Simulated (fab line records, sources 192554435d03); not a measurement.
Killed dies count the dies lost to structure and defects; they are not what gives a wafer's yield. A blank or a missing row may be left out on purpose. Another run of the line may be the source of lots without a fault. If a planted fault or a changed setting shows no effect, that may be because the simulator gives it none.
fab line records	flow n5Finfet
record lots=11	wafers=31	lastDay=17
route steps=1938 shown BEOL_M8@1354 PASSIVATION@1936
lots that met no fault: from a run of the same line without faults
startH: hours from the record's first day to the start of the lot's first wafer shown	waitH: time in hours since the lot's previous step	" unchanged from the row above	L1.1+2: a single row standing in for several wafers	- no value present, or no start provided	* or withheld: withheld	< > ~ a bound
route shown NAME@n: NAME is a module with steps in the file, n the number in the route of the first one	usual: mean and standard deviation over wafers with no fault	same: alike in all rows	chamber/n: place in a boat	sites: the reading at each site	_std_site: the values' standard deviation	_edge_site: mean of outer sites minus mean of inner sites	radiusMm: for every site, how far away it sits from the centre of the wafer	mask NAME#n: copy n	behind: tool/chamber where the wafer was last shaped	hold: what put the lot on hold/how long, in hours/how the hold closed	device: transistor that didn't switch, given as n, p or np	end of line: the tests these same wafers got at the end of their route	where a step has no rows: the recipe by itself	killed: the dies lost at the first sort to structure and to defects; this is not the yield of the wafer	map: the dies of a wafer, with x for killed, . for not killed, _ for no die there
set.NAME: the setting as run; set.NAME@STEP: as run at that earlier step	model.NAME: the simulator's own value behind a step, which no gauge read
a sample of lots followed through the steps of the route, with each step as a table and each wafer as a row
services: when a tool's chamber went out of use (startH, in hours from the record's first day, below 0 if earlier), for how many hours, and the reason
## steps
# step N5_BEOL_M8_STRIP_19
# recipe chemistry=O2	powerW=400	tempC=40	pressureMtorr=30	rfFrequencyHz=6e+07	biasPowerW=0	overashFraction=0.2	o2FlowSccm=225
# usual drypumpMotorCurrentA=5.6/0.57	oesProductAu=0.83/0.079	rfVppV=3.6/0.62	showerheadPlenumPTorr=2.11/0.072	throttleValvePct=16.58/0.13
lot.wafer	tool	chamber	startH	waitH	drypumpMotorCurrentA	oesProductAu	rfHoursCounterH	rfVppV	showerheadPlenumPTorr	throttleValvePct
L765.3	rieDiel-06	2	218.76	0.1	6.4	0.89	43	3.2	2.25	16.59
L765.4	"	0	"	"	4.8	0.84	-	3.0	2.04	16.49
L765.6	"	3	"	"	5.7	0.96	-	3.7	2.09	16.39
L768.1	rieDiel-02	3	235.44	0.1	6.5	0.68	230	3.8	2.07	16.90
L768.2	"	0	"	"	5.5	0.75	151	4.4	2.07	16.46
L768.6	"	0	"	"	5.5	0.75	-	3.5	2.07	16.47
L766.2	rieDiel-02	3	238.32	0.1	6.5	0.69	231	3.9	2.07	16.86
L766.3	"	1	"	"	5.3	0.74	193	3.4	2.09	16.63
L766.5	"	1	"	"	5.3	0.72	-	3.7	2.09	16.65
L769.1	rieDiel-05	3	244.53	0.2	5.8	0.87	33	3.9	2.05	16.76
L769.2	"	2	"	"	6.5	0.86	52	3.7	2.21	16.48
L769.5	"	2	"	"	6.5	0.87	-	4.2	2.21	16.49
L770.2	rieDiel-06	1	248.69	0.1	5.6	0.94	9	3.4	2.17	16.66
L770.3	"	3	"	"	5.7	0.92	23	3.0	2.08	16.41
L770.5	"	3	"	"	5.7	0.92	-	4.0	2.09	16.39
L776.2	rieDiel-02	0	292.12	0.1	5.5	0.73	172	4.7	2.06	16.51
L776.4	"	3	"	"	6.5	0.68	249	4.6	2.06	16.94
L776.5	"	1	"	"	5.3	0.71	-	3.8	2.08	16.70
L778.1	rieDiel-05	2	299.44	0.1	6.5	0.83	73	4.0	2.20	16.53
L778.3	"	1	"	"	5.5	0.91	24	3.6	2.09	16.52
L778.4	"	3	"	"	5.7	0.84	53	3.4	2.05	16.79
L782.1	rieDiel-06	1	314.71	0.2	5.6	0.88	35	4.1	2.16	16.74
L782.4	"	2	"	"	6.4	0.85	81	3.9	2.24	16.65
L781.2	rieDiel-06	2	316.28	0.1	6.4	0.85	82	2.9	2.23	16.65
L781.4	"	0	"	"	4.9	0.81	98	4.0	2.03	16.57
L781.5	"	2	"	"	6.4	0.84	-	3.9	2.23	16.65
L783.2	rieDiel-02	2	316.48	0.1	4.7	0.73	173	3.8	2.18	16.51
L783.6	"	2	"	"	4.7	0.75	-	3.8	2.18	16.51
L785.1	rieDiel-02	0	339.58	0.1	5.5	0.72	193	4.0	2.06	16.56
L785.3	"	3	"	"	6.5	0.98	7	3.9	2.06	16.44
L785.5	"	2	"	"	4.7	0.73	-	2.0	2.18	16.52
# step N5_BEOL_M8_CD_MEAS_28
# recipe targetCdNm=40	landingEnergyEv=500	detector=seInlens
# usual cdNm=40.05/0.26
lot.wafer	tool	chamber	startH	waitH	cdNm
L765.3	cdSem-01	0	219.15	-	40.13
L765.4	"	0	"	"	40.47
L765.6	"	0	"	"	40.02
L768.1	cdSem-01	0	236.33	-	39.78
L768.2	"	0	"	"	39.99
L768.6	"	0	"	"	39.73
L766.2	cdSem-03	0	242.67	-	39.85
L766.3	"	0	"	"	39.94
L766.5	"	0	"	"	39.81
L769.1	cdSem-01	0	246.00	-	40.39
L769.2	"	0	"	"	39.70
L769.5	"	0	"	"	40.32
L770.2	cdSem-03	0	251.39	-	39.70
L770.3	"	0	"	"	39.68
L770.5	"	0	"	"	39.96
L776.2	cdSem-02	0	293.34	-	39.88
L776.4	"	0	"	"	40.08
L776.5	"	0	"	"	39.99
L778.1	cdSem-01	0	299.82	-	40.04
L778.3	"	0	"	"	39.65
L778.4	"	0	"	"	39.66
L782.1	cdSem-03	0	318.17	-	40.03
L782.4	"	0	"	"	39.97
L783.2	cdSem-01	0	318.39	-	39.99
L783.6	"	0	"	"	40.18
L781.2	cdSem-01	0	318.56	-	40.04
L781.4	"	0	"	"	40.42
L781.5	"	0	"	"	40.28
L785.1	cdSem-02	0	343.71	-	39.96
L785.3	"	0	"	"	39.97
L785.5	"	0	"	"	39.21
# step N5_BEOL_M8_DESCUM_33
# recipe chemistry=O2	timeS=7	sourcePowerW=50	biasPowerW=20	pressureMtorr=20	rfFrequencyHz=2.712e+07	tempC=40	resist=CAR-EUV	o2FlowSccm=225
# usual drypumpMotorCurrentA=5.7/0.53	oesProductAu=0.83/0.07	rfVppV=243.2/1.4	showerheadPlenumPTorr=2.11/0.075	throttleValvePct=20.37/0.14
lot.wafer	tool	chamber	startH	waitH	drypumpMotorCurrentA	oesProductAu	rfHoursCounterH	rfVppV	showerheadPlenumPTorr	throttleValvePct
L765.3	rieDiel-05	3	219.27	0.0	5.7	0.89	22	241.6	2.05	20.60
L765.4	"	2	"	"	6.4	0.86	-	243.9	2.21	20.26
L765.6	"	3	"	"	5.7	0.90	-	240.9	2.05	20.61
L768.1	rieDiel-05	2	236.46	0.0	6.5	0.85	49	243.9	2.21	20.27
L768.2	"	0	"	"	5.4	0.77	128	241.8	2.01	20.30
L768.6	"	0	"	"	5.4	0.78	-	242.8	2.01	20.30
L766.2	rieDiel-02	3	242.79	0.0	6.5	0.68	233	243.4	2.06	20.61
L766.3	"	0	"	"	5.5	0.74	154	242.6	2.06	20.17
L766.5	"	1	"	"	5.3	0.72	-	243.6	2.09	20.38
L769.1	rieDiel-06	0	246.12	0.0	4.8	0.83	79	241.4	2.03	20.30
L769.2	"	2	"	"	6.4	0.88	55	244.7	2.24	20.43
L769.5	"	1	"	"	5.6	0.94	-	243.5	2.16	20.44
L770.2	rieDiel-05	1	251.93	0.4	5.4	0.98	5	241.7	2.09	20.32
L770.3	"	3	"	"	5.7	0.87	35	242.7	2.05	20.62
L770.5	"	3	"	"	5.7	0.87	-	242.3	2.05	20.63
L776.2	rieDiel-05	2	293.46	0.0	6.5	0.83	70	245.9	2.20	20.31
L776.4	"	3	"	"	5.7	0.84	-	242.7	2.04	20.65
L776.5	"	1	"	"	5.5	0.93	-	243.5	2.08	20.35
L778.1	rieDiel-05	0	299.94	0.0	5.4	0.76	149	241.1	2.01	20.34
L778.3	"	1	"	"	5.4	0.92	24	242.3	2.08	20.36
L778.4	"	3	"	"	5.7	0.84	53	242.6	2.04	20.65
L782.1	rieDiel-02	2	318.31	0.1	4.7	0.74	175	244.1	2.18	20.20
L782.4	"	0	"	"	5.5	0.74	-	241.0	2.05	20.20
L783.2	rieDiel-06	2	318.75	0.3	6.4	0.84	82	244.6	2.23	20.47
L783.6	"	3	"	"	5.7	0.86	-	241.3	2.07	20.21
L781.2	rieDiel-05	1	318.78	0.1	5.5	0.90	31	242.5	2.08	20.38
L781.4	"	3	"	"	5.7	0.83	60	241.5	2.04	20.67
L781.5	"	3	"	"	5.7	0.82	-	242.2	2.04	20.67
L785.1	rieDiel-06	2	343.83	0.0	6.4	0.83	91	245.0	2.23	20.48
L785.3	"	0	"	"	4.8	0.80	108	241.4	2.02	20.35
L785.5	"	1	"	"	5.6	0.86	-	243.7	2.15	20.50
# step N5_BEOL_M8_ETCH_66
# recipe chemistry=N2/H2	target=SOC	targetDepthA=800	overetchA=160	maskMaterial=SiARC	tempC=40	timeS=120	ionEnergyEv=200	pressureMtorr=30	sourceW=840	biasW=150	n2FlowSccm=200	h2FlowSccm=200
# usual drypumpMotorCurrentA=5.7/0.53	oesProductAu=0.63/0.049	rfFwdPowerW=835.4/2.7	rfVppV=524.2/2.6	showerheadPlenumPTorr=2.55/0.084	throttleValvePct=17.68/0.26
lot.wafer	tool	chamber	startH	waitH	drypumpMotorCurrentA	oesProductAu	rfFwdPowerW	rfHoursCounterH	rfVppV	showerheadPlenumPTorr	throttleValvePct
L765.3	rieDiel-05	3	219.35	0.0	5.7	0.69	835.7	22	522.9	2.49	17.99
L765.4	"	2	"	"	6.5	0.67	835.2	-	527.7	2.70	17.70
L765.6	"	3	"	"	5.7	0.70	834.5	-	525.0	2.49	17.96
L768.1	rieDiel-05	2	236.54	0.0	6.5	0.66	827.1	49	527.6	2.69	17.71
L768.2	"	0	"	"	5.5	0.60	836.3	128	521.7	2.46	17.88
L768.6	"	0	"	"	5.5	0.60	835.9	-	522.6	2.46	17.86
L766.2	rieDiel-02	3	242.87	0.0	6.5	0.53	833.2	233	523.9	2.51	17.97
L766.3	"	0	"	"	5.5	0.59	831.7	154	524.8	2.56	17.82
L766.5	"	1	"	"	5.3	0.56	835.8	-	523.3	2.52	17.71
L769.1	rieDiel-06	0	246.20	0.0	4.8	0.63	832.5	79	523.2	2.49	17.95
L769.2	"	2	"	"	6.4	0.65	836.7	55	527.9	2.69	17.50
L769.5	"	1	"	"	5.5	0.71	838.6	-	527.0	2.57	17.41
L770.2	rieDiel-05	1	252.01	0.0	5.5	0.74	838.3	5	524.5	2.49	17.47
L770.3	"	3	"	"	5.7	0.68	831.8	35	523.2	2.49	17.99
L770.5	"	3	"	"	5.7	0.68	833.4	-	522.5	2.49	17.99
L776.2	rieDiel-05	2	293.54	0.0	6.5	0.64	634.6	70	578.4	2.68	17.75
L776.4	"	3	"	"	5.7	0.66	633.8	-	571.3	2.48	18.02
L776.5	"	1	"	"	5.4	0.70	633.5	-	571.6	2.48	17.49
L778.1	rieDiel-05	0	300.02	0.0	5.5	0.59	632.1	149	570.5	2.46	17.90
L778.3	"	1	"	"	5.4	0.69	635.2	24	572.9	2.48	17.49
L778.4	"	3	"	"	5.7	0.66	632.3	53	569.8	2.48	18.04
L782.1	rieDiel-02	2	318.39	0.0	4.7	0.57	837.2	175	527.5	2.62	17.37
L782.4	"	0	"	"	5.5	0.57	835.6	-	523.3	2.55	17.87
L783.2	rieDiel-06	2	318.83	0.0	6.4	0.63	834.0	83	527.2	2.67	17.55
L783.6	"	3	"	"	5.7	0.67	836.2	-	521.8	2.45	17.22
L781.2	rieDiel-05	1	318.86	0.0	5.5	0.68	641.5	31	572.4	2.48	17.52
L781.4	"	3	"	"	5.7	0.65	630.7	60	571.5	2.48	18.05
L781.5	"	3	"	"	5.8	0.64	632.6	-	571.5	2.48	18.06
L785.1	rieDiel-06	2	343.91	0.0	6.4	0.62	838.1	91	527.5	2.67	17.57
L785.3	"	0	"	"	4.9	0.61	835.4	108	522.9	2.48	18.00
L785.5	"	1	"	"	5.6	0.64	833.4	-	525.3	2.56	17.47
# step N5_PASSIVATION_PROBE_49
# usual defectLimitedYield=91.6/1.4	killed_at_M0_to_M3=32/9.5	killed_at_M4_up=13/6	killedAtContacts=12/5.6	killedAtFrontEnd=39/11	killedAtOther=2.8/2.3	killedDies=99/16	killedOpen=65/12	killedShort=32/7.6	sort_bin_4_leakage=0.1/0.88	sort_bin_5_function=4.8/0.88	sort_bin_6_memory=3.2/0.65	sortNPass=1077/29	sortYieldPct=91.2/2.5
# same grossDies=1180	killedAtBackSide=0	sort_bin_8_speed[%]=0
lot.wafer	tool	chamber	startH	waitH	defectLimitedYield[%]	killed_at_M0_to_M3	killed_at_M4_up	killedAtContacts	killedAtFrontEnd	killedAtOther	killedDies	killedOpen	killedShort	sort_bin_4_leakage[%]	sort_bin_5_function[%]	sort_bin_6_memory[%]	sortNPass	sortYieldPct[%]
L766.2	prober-02	-	318.21	0.1	92.1	34	11	7	40	1	93	59	34	0	4.3	3.5	1087	92.1
L766.3	prober-02	-	318.26	0.1	93.1	23	22	4	31	2	82	63	19	0	4.3	2.4	1098	93.1
L766.5	prober-02	-	318.36	0.2	92.7	15	17	20	33	1	86	51	35	0	4.2	2.7	1094	92.7
# killed by level:class
L766.2 BEOL_M2:geometricParticle:open=12 FIN_SAQP:geometricParticle:short=8 STI_FIN_REVEAL:geometricParticle:open=7 BEOL_M0_SAQP:geometricParticle:open=7 GATE_CUT:geometricParticle:short=6 BEOL_M4:geometricParticle:open=6 STARTING-WAFER:geometricParticle:open=6 MOL_CONTACT_COAG:geometricParticle:open=5
L766.3 BEOL_M4:geometricParticle:open=17 STI_FIN_REVEAL:geometricParticle:open=9 BEOL_M0:geometricParticle:open=6 DUMMY_GATE:geometricParticle:open=5 BEOL_M3:geometricParticle:open=5 GATE_CUT:geometricParticle:short=4 MOL_CONTACT_COAG:geometricParticle:open=4 BEOL_M0_SAQP:geometricParticle:open=4
L766.5 MOL_CONTACT_COAG:geometricParticle:open=15 FIN_SAQP:geometricParticle:short=9 FIN_SAQP:geometricParticle:open=7 STI_FIN_REVEAL:geometricParticle:open=6 BEOL_M4:geometricParticle:open=6 BEOL_M4:geometricParticle:short=6 GATE_CUT:geometricParticle:short=5 MOL_CONTACT_COAG:geometricParticle:short=5
## services
tool	chamber	startH	hours	kind
rieDiel-05	-	198.73	14.6	pm
rieDiel-06	1	206.72	-	clean
rieDiel-06	1	206.72	-	consumableReplace:focusRing
rieDiel-06	1	206.72	22.6	scheduledDown
rieDiel-06	1	206.72	22.6	ventCycle
rieDiel-05	1	216.85	-	clean
rieDiel-05	1	216.85	-	consumableReplace:focusRing
rieDiel-05	0	231.06	1.6	repair
rieDiel-06	-	236.71	0.9	repair
rieDiel-06	0	252.51	12.0	repair
rieDiel-02	3	262.99	5.7	repair
rieDiel-02	-	271.93	0.3	repair
rieDiel-05	0	291.72	5.4	repair
rieDiel-02	3	294.43	-	clean
rieDiel-02	3	294.43	-	consumableReplace:esc
rieDiel-02	3	294.43	-	consumableReplace:focusRing
rieDiel-02	3	294.43	26.6	scheduledDown
rieDiel-02	3	294.43	26.6	ventCycle
rieDiel-06	0	295.00	3.9	repair
rieDiel-06	2	319.55	5.6	repair
rieDiel-05	0	340.89	8.1	repair
## key
firstSign step=N5_BEOL_M8_ETCH_66	reading=rfFwdPowerW	direction=down	sigmas=74	usual=*	struck=*
effect step=N5_BEOL_M8_ETCH_66	reading=rfVppV	direction=up	sigmas=19	usual=524.2	struck=572.2
metAt N5_BEOL_M8_ETCH_66
struckLots L776,L778,L781
notActingAt N5_BEOL_M8_STRIP_19,N5_BEOL_M8_CD_MEAS_28,N5_BEOL_M8_DESCUM_33
onsetBetween 252.01 293.54
fault kind=processParameterDrift	tool=rieDiel-05	chamber=-	onsetH=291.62	steps=N5_BEOL_M8_ETCH_66	channel=sourceW	offset=-201.6	shape=step	endH=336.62	actsIn=theseRecipesOnly	stated=840
